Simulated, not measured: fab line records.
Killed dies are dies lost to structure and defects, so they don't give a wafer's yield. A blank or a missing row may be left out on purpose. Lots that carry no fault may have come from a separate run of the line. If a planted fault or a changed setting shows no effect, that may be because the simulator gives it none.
Matching of chambers || flow n5 finfet || N5_STI_FIN_REVEAL_ETCH_34 on rie si-02: 4 sister chambers
The step etches Si in H2, material Si, target depth 0.97 nm. 4 wafers are shown with their chamber, then 9 later ones without.

## WAFERS PAIRED WITH THEIR CHAMBERS
{"wafer": "L078.6", "chamber": 0, "throttle valve pct (%)": 26.4}
{"wafer": "L079.4", "chamber": 1, "throttle valve pct (%)": 25.9}
{"wafer": "L084.1", "chamber": 2, "throttle valve pct (%)": 26.1}
{"wafer": "L084.6", "chamber": 3, "throttle valve pct (%)": 25.5}

## WAFERS MISSING THEIR CHAMBER
{"wafer": "L086.1", "throttle valve pct (%)": 26.4}
{"wafer": "L086.2", "throttle valve pct (%)": 25.5}
{"wafer": "L086.3", "throttle valve pct (%)": 25.9}
{"wafer": "L090.1", "throttle valve pct (%)": 25.6}
{"wafer": "L090.2", "throttle valve pct (%)": 25.9}
{"wafer": "L090.6", "throttle valve pct (%)": 25.9}
{"wafer": "L094.2", "throttle valve pct (%)": 25.6}
{"wafer": "L094.3", "throttle valve pct (%)": 26.1}
{"wafer": "L094.5", "throttle valve pct (%)": 26.4}

## EACH ONE'S CHAMBER
{"wafer": "L086.1", "from the rows above": 0, "in truth": 0}
{"wafer": "L086.2", "from the rows above": 3, "in truth": 3}
{"wafer": "L086.3", "from the rows above": 1, "in truth": 1}
{"wafer": "L090.1", "from the rows above": 3, "in truth": 3}
{"wafer": "L090.2", "from the rows above": 1, "in truth": 1}
{"wafer": "L090.6", "from the rows above": 1, "in truth": 1}
{"wafer": "L094.2", "from the rows above": 3, "in truth": 3}
{"wafer": "L094.3", "from the rows above": 2, "in truth": 2}
{"wafer": "L094.5", "from the rows above": 0, "in truth": 0}
9 of 9 placed correctly. Not placeable from these rows: 0. Number placed wrongly: 0.
How it was worked out, from the rows above alone: a wafer's distance from a chamber is the root of the sum, over the readings, of the square of ((its reading less the chamber's mean) divided by the reading's scatter). If the next closest chamber is less than 2 further off than the closest, the wafer can't be placed; otherwise it belongs to the closest. Each chamber's mean is taken over the wafers shown for it. The scatter: root of mean squared gap, hidden wafer to nearest shown wafer, with one shown wafer a chamber.
